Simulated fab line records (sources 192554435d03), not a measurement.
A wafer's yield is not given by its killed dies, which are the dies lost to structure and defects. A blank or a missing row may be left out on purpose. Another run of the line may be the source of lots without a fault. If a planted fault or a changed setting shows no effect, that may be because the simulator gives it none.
Matching of chambers ; flow n5_finfet ; 4 sister chambers for N5_BEOL_M0_SAQP_SPACER1_ALD_98 on ald_sin-01
The step deposits SiO2, target thk 12.8 nm, pulse time 1 s, purge time 2 s. 16 wafers are shown with their chamber, then 8 later ones without.

== WAFERS WITH THEIR CHAMBER ==
wafer;chamber;heater_power_w (W);chamber_pressure_Torr (Torr);susceptor_temp_C (C)
L074.2;1;434;2.000;300.04
L074.3;0;458;2.000;300.12
L074.4;3;529;2.006;299.73
L075.1;3;534;1.998;299.99
L075.4;0;456;2.007;300.32
L075.5;0;459;2.008;299.92
L076.3;0;454;2.004;299.79
L076.5;3;519;1.999;299.89
L076.6;2;514;1.995;300.39
L077.2;0;457;2.005;299.63
L077.3;1;446;2.000;300.10
L077.4;3;539;1.998;299.80
L078.1;1;445;2.001;299.99
L078.4;2;522;2.000;299.65
L078.5;2;519;2.001;300.04
L084.1;2;529;2.005;299.99

SIGNATURES (means of the wafers above)
reading;chamber 0;chamber 1;chamber 2;chamber 3;scatter within a chamber
heater_power_w;456.80;441.67;521.00;530.25;6.06
chamber_pressure_Torr;2.00480;2.00033;2.00025;2.00025;0.00335
susceptor_temp_C;299.9560;300.0433;300.0175;299.8525;0.226
Rule: for a wafer and a chamber, the distance is found by dividing, reading by reading, the gap between the wafer's reading and the chamber's mean by the reading's scatter, squaring, summing and taking the root. If the next closest chamber is less than 2 further off than the closest, the wafer can't be placed; otherwise it belongs to the closest. How the scatter is found: for the shown wafers, subtract from each reading the mean of its chamber, square and add these, divide the total by (wafers less chambers), then take the root.

== WAFERS WITHOUT THEIR CHAMBER ==
wafer;heater_power_w (W);chamber_pressure_Torr (Torr);susceptor_temp_C (C)
L084.2;442;2.001;300.03
L084.6;426;1.999;299.96
L085.3;524;2.000;300.05
L085.5;540;2.003;299.83
L085.6;458;1.997;299.70
L092.2;432;2.005;299.95
L092.4;545;1.999;299.82
L092.5;532;1.997;299.81

== WHICH CHAMBER EACH WENT THROUGH ==
wafer;from the rows above;in truth
L084.2;1;1
L084.6;1;1
L085.3;can't be placed: 2 or 3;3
L085.5;can't be placed: 3 or 2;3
L085.6;can't be placed: 0 or 1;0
L092.2;can't be placed: 1 or 0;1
L092.4;can't be placed: 3 or 2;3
L092.5;can't be placed: 3 or 2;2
Correct placement for 2 of the 8. These rows do not allow placing 6 (true chamber among the candidates in 6). Number placed wrongly: 0.
